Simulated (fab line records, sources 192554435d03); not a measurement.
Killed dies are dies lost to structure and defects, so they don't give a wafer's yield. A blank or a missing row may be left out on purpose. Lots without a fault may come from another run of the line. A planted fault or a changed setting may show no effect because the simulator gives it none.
Split-lot experiment | flow n5_finfet | 7 lots, 21 wafers read, on a route of 1938 steps

THE SPLIT
At N5_BEOL_M2_ETCH_70 (etches SOC in N2/H2, target depth 80 nm, overetch 24 nm, time 130 s), the setting bias_w was moved away from the recipe's 150 W on 4 of the 21 wafers read, by +7.5% to +17.2%. The other wafers ran this setting at the recipe's value.

The reading is taken at the split's own step.

THE READING
rf_vpp_V, in V, at N5_BEOL_M2_ETCH_70 (etches SOC in N2/H2, target depth 80 nm, overetch 24 nm, time 130 s). Fault-free wafers of this fab line usually give 525.1 V, standard deviation 2.4 V.

wafer  | tool, chamber at the split | bias_w as run, W | against the recipe | rf_vpp_V, V | against lot-mates on the recipe
L080.1 | rie_diel-05, 3             | 150              | recipe             | 526.3       | -
L080.2 | rie_diel-05, 1             | 150              | recipe             | 529.0       | -
L080.4 | rie_diel-05, 2             | 161.3            | +7.5%              | 550.0       | +22.4
L084.2 | rie_diel-01, 2             | 150              | recipe             | 524.7       | -
L084.4 | rie_diel-01, 1             | 150              | recipe             | 528.1       | -
L084.5 | rie_diel-01, 3             | 150              | recipe             | 523.4       | -
L085.2 | rie_diel-02, 3             | 150              | recipe             | 523.2       | -
L085.5 | rie_diel-02, 0             | 150              | recipe             | 524.2       | -
L085.6 | rie_diel-02, 1             | 150              | recipe             | 527.6       | -
L090.2 | rie_diel-05, 2             | 150              | recipe             | 526.2       | -
L090.4 | rie_diel-05, 1             | 150              | recipe             | 526.7       | -
L090.5 | rie_diel-05, 0             | 150              | recipe             | 521.9       | -
L094.1 | rie_diel-01, 2             | 175.8            | +17.2%             | 578.4       | +52.8
L094.4 | rie_diel-01, 2             | 150              | recipe             | 522.7       | -
L094.5 | rie_diel-01, 1             | 150              | recipe             | 528.5       | -
L093.1 | rie_diel-05, 2             | 150              | recipe             | 527.1       | -
L093.3 | rie_diel-05, 1             | 150              | recipe             | 526.7       | -
L093.6 | rie_diel-05, 0             | 150              | recipe             | 521.4       | -
L095.1 | rie_diel-01, 2             | 173.5            | +15.7%             | 574.6       | +46.3
L095.2 | rie_diel-01, 1             | 150              | recipe             | 528.3       | -
L095.4 | rie_diel-01, 0             | 173.5            | +15.7%             | 579.1       | +50.8

THE FIT
A straight line over all 21 wafers: rf_vpp_V changes by +3.19 V for each +1% of bias_w; r = +0.99; the points scatter about the line by 2.4 V.
The same after taking each lot's own level away (the mean of its wafers on the recipe; 21 wafers): +3.08 V for each +1%; r = +0.99; scatter 2.2 V.
On that fit, the largest move of bias_w shifts the reading by 53 V.
The lots' own levels span 524.93 to 528.30 V, that is 1.4 times the standard deviation above.
So the lot-to-lot level changes the slope little: the two slopes agree.
Check: with one of the wafers moved furthest among these (+17.2%) left out of the fit, the line predicts +53.1 V for it against its lot-mates. It came out at +52.8 V against them.
Tool readings at the split's step, against how far the setting was moved: rf_vpp_V r = +0.99.

OTHER SPLITS ON THESE WAFERS
These wafers also went through other splits before the reading. Each is held against what the fit with the lots' levels taken away leaves over:
other split on the same wafers | wafers away from the commonest value | r with rf_vpp_V (lot level and that fit taken away)
N5_BEOL_M2_ILD_DEP_00 time_s   | 9                                    | +0.28

THE FILE'S OWN FIT
rf_vpp_V changes by +3.07 V for each +1% of bias_w, r = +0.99.
